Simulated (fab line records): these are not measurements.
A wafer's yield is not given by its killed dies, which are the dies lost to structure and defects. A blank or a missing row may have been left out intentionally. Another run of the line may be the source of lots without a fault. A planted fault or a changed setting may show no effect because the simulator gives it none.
Which tool is to blame? | flow n5Finfet | 36 wafers from 12 lots sampled at 4 of the route's 1938 steps

== WHAT THE GAUGES READ, wafer by wafer ==
N5_BEOL_M11_THK_MEAS_53: measures by xrf. Usual: for M11_THK the level is 140.1 nm and the standard deviation is 2.7.
lot  | measured     | on           | M11_THK (nm)      | flag
L233 | day 11 03:50 | filmMetro-01 | 137.5 138.5 140.6 | 
L235 | day 11 09:38 | filmMetro-01 | 138.0 142.4 137.8 | 
L236 | day 11 16:55 | filmMetro-02 | 143.6 142.5 143.4 | 
L242 | day 12 11:01 | filmMetro-01 | 139.9 140.8 139.6 | 
L239 | day 12 14:11 | filmMetro-01 | 139.9 143.5 137.3 | 
L240 | day 12 19:19 | filmMetro-01 | 133.5 141.0 134.1 | 
L243 | day 13 16:59 | filmMetro-02 | 143.6 141.6 141.1 | 
L245 | day 14 08:50 | filmMetro-02 | 140.8 145.2 142.8 | 
L247 | day 14 11:13 | filmMetro-01 | 137.8 139.0 140.7 | 
L253 | day 15 07:26 | filmMetro-02 | 140.6 138.2 138.6 | 
L252 | day 15 17:37 | filmMetro-02 | 139.2 137.8 143.1 | 
L254 | day 16 05:08 | filmMetro-01 | 146.1 140.9 140.9 | 

N5_BEOL_M12_OVL_MEAS_29. Usual: for M12_OVL the level is -1 nm and the standard deviation is 5.2.
lot  | measured     | on         | M12_OVL (nm) | flag
L233 | day 11 06:22 | overlay-02 | 0 -2 0       | 
L235 | day 11 12:05 | overlay-01 | 4 1 -11      | 
L236 | day 11 18:49 | overlay-01 | -2 -10 1     | 
L242 | day 12 12:51 | overlay-02 | -5 -1 -2     | 
L239 | day 12 15:55 | overlay-01 | -1 1 -1      | 
L240 | day 12 20:55 | overlay-02 | 7 2 9        | 
L243 | day 13 18:40 | overlay-01 | 12 13 5      | 
L245 | day 14 10:57 | overlay-01 | -7 1 -1      | 
L247 | day 14 12:58 | overlay-01 | -7 0 -5      | 
L253 | day 15 09:20 | overlay-01 | -1 -6 -8     | 
L252 | day 15 19:26 | overlay-01 | -1 -5 -4     | 
L254 | day 16 06:57 | overlay-01 | 1 4 -7       | 

== WHAT TOOL EACH LOT RAN ON (gives the tool, then ch and the chambers of the sampled wafers, and finally the start) ==
lot  | N5_BEOL_M11_ANNEAL_51           | N5_BEOL_M12_COAT_66
L233 | rtpAnneal-01 ch 0, day 11 03:14 | lithoTrack-01 ch 0, day 11 06:02
L235 | rtpAnneal-02 ch 0, day 11 09:08 | lithoTrack-02 ch 0, day 11 11:47
L236 | rtpAnneal-01 ch 0, day 11 16:19 | lithoTrack-02 ch 0, day 11 18:29
L242 | rtpAnneal-02 ch 0, day 12 10:26 | lithoTrack-01 ch 0, day 12 12:25
L239 | rtpAnneal-02 ch 0, day 12 13:35 | lithoTrack-01 ch 0, day 12 15:35
L240 | rtpAnneal-01 ch 0, day 12 18:43 | lithoTrack-02 ch 0, day 12 20:34
L243 | rtpAnneal-02 ch 0, day 13 16:25 | lithoTrack-02 ch 0, day 13 18:20
L245 | rtpAnneal-02 ch 0, day 14 08:15 | lithoTrack-01 ch 0, day 14 10:31
L247 | rtpAnneal-01 ch 0, day 14 10:19 | lithoTrack-01 ch 0, day 14 12:38
L253 | rtpAnneal-01 ch 0, day 15 06:50 | lithoTrack-03 ch 0, day 15 08:53
L252 | rtpAnneal-02 ch 0, day 15 17:02 | lithoTrack-02 ch 0, day 15 18:59
L254 | rtpAnneal-02 ch 0, day 16 04:32 | lithoTrack-02 ch 0, day 16 06:30
- N5_BEOL_M11_ANNEAL_51: time 90 s.
- N5_BEOL_M12_COAT_66: time 60 s, resist thk 110 nm.

== AS READ BY THE TOOLS THEMSELVES (means over the sampled wafers that have a number; for cases with no such wafer, the mark the record gives instead) ==
N5_BEOL_M11_ANNEAL_51. Usual: wafer_temp_C_max 225.65, standard deviation 0.23.
lot  | tool         | wafer_temp_C_max | flag
L233 | rtpAnneal-01 | 225.34           | 
L235 | rtpAnneal-02 | 225.61           | 
L236 | rtpAnneal-01 | 225.44           | 
L242 | rtpAnneal-02 | 225.74           | 
L239 | rtpAnneal-02 | 225.70           | 
L240 | rtpAnneal-01 | 225.81           | 
L243 | rtpAnneal-02 | 225.82           | 
L245 | rtpAnneal-02 | 225.32           | 
L247 | rtpAnneal-01 | 225.13           | 
L253 | rtpAnneal-01 | 225.51           | 
L252 | rtpAnneal-02 | 225.57           | 
L254 | rtpAnneal-02 | 225.77           | 

N5_BEOL_M12_COAT_66. Usual: heaterPowerTotalW 427.8 W, standard deviation 2; plateTempC 219.99 C, standard deviation 0.18.
lot  | tool          | heaterPowerTotalW (W) | plateTempC (C) | flag
L233 | lithoTrack-01 | 428.1                 | 220.09         | 
L235 | lithoTrack-02 | 428.9                 | 219.83         | 
L236 | lithoTrack-02 | 428.6                 | 220.08         | 
L242 | lithoTrack-01 | 426.6                 | 220.27         | 
L239 | lithoTrack-01 | 424.9                 | 220.19         | 
L240 | lithoTrack-02 | 427.0                 | 219.77         | 
L243 | lithoTrack-02 | 428.6                 | 219.93         | 
L245 | lithoTrack-01 | 400.9                 | 208.43         | OFF
L247 | lithoTrack-01 | 398.7                 | 208.22         | OFF
L253 | lithoTrack-03 | 428.3                 | 220.13         | 
L252 | lithoTrack-02 | 427.0                 | 220.18         | 
L254 | lithoTrack-02 | 427.5                 | 219.88         | 

== THE ANSWER, worked out from the rows above alone ==
Rule: lot off if the mean of its wafers having a number is beyond 3 standard deviations from the usual mean. A lot without any number at a reading at which 4 lots or more have one is off too. Where the step has rows for the other lots, those lots are counted as sound. Order of review: gauges by route order, followed by the tools' own readings, for which a lot's mean as printed above is used. The first step at which some lot is off is used, and at that step the reading that is off furthest; a lot without a number counts as furthest.
Off, at N5_BEOL_M12_COAT_66 on plateTempC: L245, L247.
A tool fits if, at that step or a process step before it, it ran every lot that is off, and no sound lot after the first of them. One fits: N5_BEOL_M12_COAT_66 on lithoTrack-01. Its last sound lot is L239 (day 12 15:35), its first lot that is off L245 (day 14 10:31): a fault that began between those two fits.
The tool's own readings at N5_BEOL_M12_COAT_66 bear it out: on the lots that are off they differ by more than 5 times the standard deviation of the sound lots' means. heaterPowerTotalW reads 399.8 W there against 427.6 W on the sound lots; plateTempC reads 208.32 C there against 220.03 C on the sound lots.

== WHAT THE SIMULATOR PUT IN ==
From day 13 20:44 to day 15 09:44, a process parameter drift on lithoTrack-01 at N5_BEOL_M12_COAT_66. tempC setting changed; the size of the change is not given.
Lots struck among those shown: L245, L247. The rule above reached the same finding.
